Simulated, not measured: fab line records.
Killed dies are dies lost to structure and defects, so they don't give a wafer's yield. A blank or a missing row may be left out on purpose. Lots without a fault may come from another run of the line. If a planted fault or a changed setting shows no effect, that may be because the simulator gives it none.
Matching of chambers / flow n5_finfet / 4 sister chambers for N5_MOL_CONTACT_COAG_ETCH_89 on rie_diel-02
The step etches underlayer in N2/H2, target depth 13 nm, time 10.4 s. 4 wafers are shown with their chamber, then 9 later ones without.

== WAFERS PAIRED WITH THEIR CHAMBERS ==
wafer=L080.6; chamber=3; drypump_motor_current_A (A)=5.9
wafer=L085.1; chamber=0; drypump_motor_current_A (A)=5.3
wafer=L085.2; chamber=2; drypump_motor_current_A (A)=6.4
wafer=L085.6; chamber=1; drypump_motor_current_A (A)=5.4

== WAFERS WITHOUT THEIR CHAMBER ==
wafer=L093.3; drypump_motor_current_A (A)=5.9
wafer=L093.5; drypump_motor_current_A (A)=5.3
wafer=L093.6; drypump_motor_current_A (A)=5.5
wafer=L094.1; drypump_motor_current_A (A)=5.5
wafer=L094.2; drypump_motor_current_A (A)=6.4
wafer=L094.4; drypump_motor_current_A (A)=5.3
wafer=L097.2; drypump_motor_current_A (A)=6.4
wafer=L097.4; drypump_motor_current_A (A)=5.9
wafer=L097.6; drypump_motor_current_A (A)=5.5

== EACH ONE'S CHAMBER ==
wafer=L093.3; from the rows above=3; in truth=3
wafer=L093.5; from the rows above=can't be placed: 0 or 1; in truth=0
wafer=L093.6; from the rows above=can't be placed: 1 or 0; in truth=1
wafer=L094.1; from the rows above=can't be placed: 1 or 0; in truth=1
wafer=L094.2; from the rows above=2; in truth=2
wafer=L094.4; from the rows above=can't be placed: 0 or 1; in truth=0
wafer=L097.2; from the rows above=2; in truth=2
wafer=L097.4; from the rows above=3; in truth=3
wafer=L097.6; from the rows above=can't be placed: 1 or 0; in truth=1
Placed correctly: 4 of 9. Can't be placed from these rows: 5 (the true chamber is among the candidates in 5). Number placed wrongly: 0.
How it was worked out, from the rows above alone: a wafer's distance from a chamber is the root of the sum, over the readings, of the square of ((its reading less the chamber's mean) divided by the reading's scatter). The wafer belongs to the nearest chamber; if the next one is less than 2 further off, it can't be placed. Each chamber's mean is taken over the wafers shown for it. The scatter: root of mean squared gap, hidden wafer to nearest shown wafer, with one shown wafer a chamber.
